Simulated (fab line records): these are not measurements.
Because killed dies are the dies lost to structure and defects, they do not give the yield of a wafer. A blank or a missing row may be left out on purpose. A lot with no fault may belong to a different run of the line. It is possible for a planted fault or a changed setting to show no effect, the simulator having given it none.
fab line records ; flow n5-finfet
record lots=7; wafers=39
route steps=1938 shown WELL_APT@48 DUMMY_GATE@228
start-h: start of the lot's first displayed wafer, in hours after the record's first day ; wait-h: hours since the lot's step before ; " as in the row above ; L1.1+2: a single row standing in for several wafers ; - value missing, or start not given ; * or withheld: withheld ; < > ~ a bound
route shown NAME@n: NAME is a module with steps in the file, n the number in the route of the first one ; usual: the fault-free wafers' mean and standard deviation ; same: alike in all rows ; chamber/n: place in a boat ; sites: the reading at each site ; _std_site: standard deviation of those values ; _edge_site: outer sites' mean less inner sites' ; radius-mm: for every site, how far away it sits from the centre of the wafer ; mask NAME#n: copy n ; behind: tool/chamber where the wafer was last shaped ; hold: cause of the lot's hold/its duration in hours/its outcome ; device: transistor that didn't switch, given as n, p or np ; end of line: tests of these same wafers at the route's end ; where a step has no rows: the recipe by itself ; killed: at the first sort, the dies lost to defects and structure; wafer yield is something else ; map: dies across one wafer; x = killed, . = not, _ = none there
set.NAME: the setting as run; set.NAME@STEP: as run at that earlier step ; model.NAME: the simulator's own value behind a step, which no gauge read
lots with deliberately changed settings; one table per step, one row per wafer
## steps
# step N5_WELL_APT_IMPLANT_32
# recipe species=BF2; energy-kev=50; dose-cm2=2e+13; tilt-deg=0; rotation-deg=0
lot.wafer;tool;chamber;start-h;wait-h;set.energy-kev;model.implant.rp-nm;model.implant.drp-nm
L075.1+2+3+4+5+6;implanter-02;0;21.51;0.1;50;36.9;18.55
L077.1+4+6;implanter-01;0;33.21;0.1;50;36.61;18.55
L082.1+3+6;implanter-02;0;64.07;0.1;50;37.39;18.55
L082.2+4+5;implanter-02;0;64.07;0.1;45.76;34.26;17.42
L085.1+3+4;implanter-01;0;81.48;0.1;53.25;39.34;19.42
L085.2+5+6;implanter-01;0;81.48;0.1;50;36.96;18.55
L086.1+2+3+4+5+6;implanter-01;0;87.74;0.1;50;38.39;18.55
L088.1+5+6;implanter-01;0;100.66;0.1;50;36.87;18.55
L088.2+3+4;implanter-01;0;100.66;0.1;43.54;32.29;16.83
L093.1+4+5;implanter-01;0;129.68;0.1;46.55;35.12;17.63
L093.2+3+6;implanter-01;0;129.68;0.1;50;37.69;18.55
# step N5_DUMMY_GATE_EXPOSE_12
# recipe mask-id=GATE; na=0.33; source-shape=annular; sigma-inner=0.2; sigma-outer=0.6; polarization=unpolarized; target-cd-nm=25; dose-mj=34
lot.wafer;tool;chamber;start-h;wait-h;mask;set.dose-mj
L075.1+2+3;euv-scanner-01;0;51.43;-;GATE#0;32.41
L075.4+5+6;euv-scanner-01;0;51.43;-;GATE#0;34
L077.1+4+6;euv-scanner-01;0;63.88;-;GATE#0;34
L082.1+4+5;euv-scanner-02;0;94.84;-;GATE#0;36.2
L082.2+3+6;euv-scanner-02;0;94.84;-;GATE#0;34
L085.1+2+3+4+5+6;euv-scanner-01;0;113.53;-;GATE#0;34
L086.1+5+6;euv-scanner-01;0;120.86;-;GATE#0;31.9
L086.2+3+4;euv-scanner-01;0;120.86;-;GATE#0;34
L088.1+4+6;euv-scanner-01;0;134.00;-;GATE#0;34
L088.2+3+5;euv-scanner-01;0;134.00;-;GATE#0;33.04
L093.1+2+5;euv-scanner-01;0;164.00;-;GATE#0;33.02
L093.3+4+6;euv-scanner-01;0;164.00;-;GATE#0;34
# step N5_DUMMY_GATE_PEB_13
# recipe peb-temp-c=100; peb-time-s=60; resist=CAR-EUV
# step N5_DUMMY_GATE_DEVELOP_14
# recipe develop-time-s=30; developer=TMAH; resist=CAR-EUV; rinse-liquid=surfactant-rinse; dry=air-spin; dev-temp-c=23
# step N5_DUMMY_GATE_CD_MEAS_15
# recipe target-cd-nm=25.8; landing-energy-ev=500; detector=se-inlens
# usual cd-nm=24.98/0.23
lot.wafer;tool;chamber;start-h;wait-h;set.dose-mj@DUMMY_GATE_EXPOSE_12;cd-nm
L075.1;cd-sem-03;0;51.56;-;32.41;25.94
L075.2;cd-sem-03;0;51.56;-;32.41;25.81
L075.3;cd-sem-03;0;51.56;-;32.41;26.12
L075.4;cd-sem-03;0;51.56;-;34;24.91
L075.5;cd-sem-03;0;51.56;-;34;25.05
L075.6;cd-sem-03;0;51.56;-;34;25.19
L077.1;cd-sem-03;0;64.00;-;34;24.74
L077.4;cd-sem-03;0;64.00;-;34;25.11
L077.6;cd-sem-03;0;64.00;-;34;24.85
L082.1;cd-sem-03;0;94.97;-;36.2;24.10
L082.2;cd-sem-03;0;94.97;-;34;25.02
L082.3;cd-sem-03;0;94.97;-;34;25.05
L082.4;cd-sem-03;0;94.97;-;36.2;23.34
L082.5;cd-sem-03;0;94.97;-;36.2;24.02
L082.6;cd-sem-03;0;94.97;-;34;24.87
L085.1;cd-sem-02;0;113.65;-;34;25.11
L085.2;cd-sem-02;0;113.65;-;34;24.97
L085.3;cd-sem-02;0;113.65;-;34;24.92
L085.4;cd-sem-02;0;113.65;-;34;25.24
L085.5;cd-sem-02;0;113.65;-;34;24.87
L085.6;cd-sem-02;0;113.65;-;34;25.06
L086.1;cd-sem-02;0;120.99;-;31.9;26.36
L086.2;cd-sem-02;0;120.99;-;34;24.90
L086.3;cd-sem-02;0;120.99;-;34;24.39
L086.4;cd-sem-02;0;120.99;-;34;25.18
L086.5;cd-sem-02;0;120.99;-;31.9;26.93
L086.6;cd-sem-02;0;120.99;-;31.9;26.47
L088.1;cd-sem-01;0;134.12;-;34;24.83
L088.2;cd-sem-01;0;134.12;-;33.04;25.20
L088.3;cd-sem-01;0;134.12;-;33.04;25.63
L088.4;cd-sem-01;0;134.12;-;34;24.67
L088.5;cd-sem-01;0;134.12;-;33.04;25.07
L088.6;cd-sem-01;0;134.12;-;34;25.01
L093.1;cd-sem-02;0;164.12;-;33.02;25.80
L093.2;cd-sem-02;0;164.12;-;33.02;25.64
L093.3;cd-sem-02;0;164.12;-;34;24.66
L093.4;cd-sem-02;0;164.12;-;34;24.68
L093.5;cd-sem-02;0;164.12;-;33.02;25.54
L093.6;cd-sem-02;0;164.12;-;34;24.68
# step N5_DUMMY_GATE_STRIP_38
# recipe chemistry=N2/H2; temp-c=40; n2-flow-sccm=200; h2-flow-sccm=200; rf-frequency-hz=6e+07
# step N5_DUMMY_GATE_STRIP_39
# recipe chemistry=N2/H2; temp-c=40; n2-flow-sccm=200; h2-flow-sccm=200; rf-frequency-hz=6e+07
# step N5_DUMMY_GATE_TRIM_49
# recipe chemistry=O2; resist=SOC; time-s=29; target-cd-nm=14; source-power-w=300; bias-power-w=0; O2_flow_sccm=100; temp-c=20
lot.wafer;tool;chamber;start-h;wait-h;set.dose-mj@DUMMY_GATE_EXPOSE_12;model.DUMMY_GATE.cd-nm
L075.1;rie-si-04;1;51.92;0.0;32.41;15.2
L075.2;rie-si-04;0;51.92;0.0;32.41;14.8
L075.3;rie-si-04;3;51.92;0.0;32.41;15.4
L075.4;rie-si-04;2;51.92;0.0;34;13.8
L075.5;rie-si-04;3;51.92;0.0;34;14.4
L075.6;rie-si-04;0;51.92;0.0;34;14
L077.1+6;rie-si-04;1;64.38;0.0;34;14.2
L077.4;rie-si-04;2;64.38;0.0;34;13.6
L082.1+4;rie-si-05;0,1;95.32;0.0;36.2;13.2
L082.2+6;rie-si-05;2,3;95.32;0.0;34;14.2
L082.3;rie-si-05;3;95.32;0.0;34;14
L082.5;rie-si-05;0;95.32;0.0;36.2;13.6
L085.1;rie-si-04;0;114.02;0.0;34;13.8
L085.2+3+4;rie-si-04;3,2,1;114.02;0.0;34;14.2
L085.5;rie-si-04;2;114.02;0.0;34;13.6
L085.6;rie-si-04;3;114.02;0.0;34;14.4
L086.1;rie-si-01;1;122.33;0.0;31.9;15.8
L086.2;rie-si-01;3;122.33;0.0;34;14.8
L086.3+4;rie-si-01;2,0;122.33;0.0;34;14.2
L086.5;rie-si-01;2;122.33;0.0;31.9;15.6
L086.6;rie-si-01;3;122.33;0.0;31.9;16
L088.1;rie-si-05;1;134.48;0.0;34;14.4
L088.2;rie-si-05;3;134.48;0.0;33.04;14.8
L088.3+5;rie-si-05;0,2;134.48;0.0;33.04;15.2
L088.4+6;rie-si-05;2,3;134.48;0.0;34;14.6
L093.1;rie-si-01;3;164.48;0.0;33.02;14.8
L093.2+5;rie-si-01;1,2;164.48;0.0;33.02;14.6
L093.3+4;rie-si-01;0,2;164.48;0.0;34;14
L093.6;rie-si-01;3;164.48;0.0;34;14.2
# step N5_DUMMY_GATE_ETCH_31
# recipe chemistry=C4F6/O2; target=SiO2; mask-material=SOC; target-depth-a=825; time-s=27.5; ion-energy-ev=250; pressure-mtorr=30; source-w=345; bias-w=185; Ar_flow_sccm=300; C4F6_flow_sccm=10; O2_flow_sccm=10
lot.wafer;tool;chamber;start-h;wait-h;set.target-depth-a;model.etch.depth-nm
L075.1;rie-diel-05;1;52.11;0.0;825;78.95
L075.2;rie-diel-05;0;52.11;0.0;825;81.44
L075.3;rie-diel-05;2;52.11;0.0;825;81.46
L075.4+5;rie-diel-05;3,2;52.11;0.0;825;81.47
L075.6;rie-diel-05;3;52.11;0.0;825;81.04
L077.1;rie-diel-05;2;64.58;0.0;825;82.28
L077.4;rie-diel-05;2;64.58;0.0;825;82.47
L077.6;rie-diel-05;1;64.58;0.0;825;79.72
L082.1;rie-diel-05;1;95.60;0.0;785.7;75.38
L082.2;rie-diel-05;2;95.60;0.0;825;82.58
L082.3;rie-diel-05;3;95.60;0.0;825;81.64
L082.4;rie-diel-05;0;95.60;0.0;785.7;79.28
L082.5;rie-diel-05;2;95.60;0.0;825;82.36
L082.6;rie-diel-05;1;95.60;0.0;785.7;75.9
L085.1;rie-diel-03;0;114.22;0.0;825;81.97
L085.2;rie-diel-03;3;114.22;0.0;825;85.15
L085.3;rie-diel-03;1;114.22;0.0;825;83.33
L085.4;rie-diel-03;2;114.22;0.0;825;81.37
L085.5;rie-diel-03;3;114.22;0.0;825;84.95
L085.6;rie-diel-03;2;114.22;0.0;825;81.34
L086.1;rie-diel-05;2;122.68;0.1;825;80.92
L086.2;rie-diel-05;3;122.68;0.1;825;81.24
L086.3;rie-diel-05;0;122.68;0.1;790.3;78.23
L086.4;rie-diel-05;1;122.68;0.1;790.3;75.09
L086.5;rie-diel-05;1;122.68;0.1;825;77
L086.6;rie-diel-05;0;122.68;0.1;790.3;77.97
L088.1;rie-diel-05;2;134.69;0.0;736.9;71.28
L088.2;rie-diel-05;0;134.69;0.0;825;82.82
L088.3;rie-diel-05;1;134.69;0.0;736.9;69.68
L088.4;rie-diel-05;3;134.69;0.0;736.9;72.8
L088.5;rie-diel-05;2;134.69;0.0;825;80.76
L088.6;rie-diel-05;3;134.69;0.0;825;81.45
L093.1;rie-diel-05;3;164.68;0.0;825;81.52
L093.2;rie-diel-05;2;164.68;0.0;734.8;71.34
L093.3;rie-diel-05;1;164.68;0.0;825;79.18
L093.4;rie-diel-05;0;164.68;0.0;734.8;73.28
L093.5;rie-diel-05;1;164.68;0.0;734.8;70.36
L093.6;rie-diel-05;2;164.68;0.0;825;80.58
## key
split step=N5_WELL_APT_IMPLANT_32; setting=energy-kev; stated=50; by=wafer
response step=N5_WELL_APT_IMPLANT_32; reading=model.implant.rp-nm; change=+0.362; per=1%; r=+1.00
response step=N5_WELL_APT_IMPLANT_32; reading=model.implant.drp-nm; change=+0.133; per=1%; r=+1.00
split step=N5_DUMMY_GATE_EXPOSE_12; setting=dose-mj; stated=34; by=wafer
response step=N5_DUMMY_GATE_CD_MEAS_15; reading=cd-nm; change=-0.227; per=1%; r=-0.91
response step=N5_DUMMY_GATE_TRIM_49; reading=model.DUMMY_GATE.cd-nm; change=-0.187; per=1%; r=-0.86
split step=N5_DUMMY_GATE_ETCH_31; setting=target-depth-a; stated=825; by=wafer
response step=N5_DUMMY_GATE_ETCH_31; reading=model.etch.depth-nm; change=+0.889; per=1%; r=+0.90
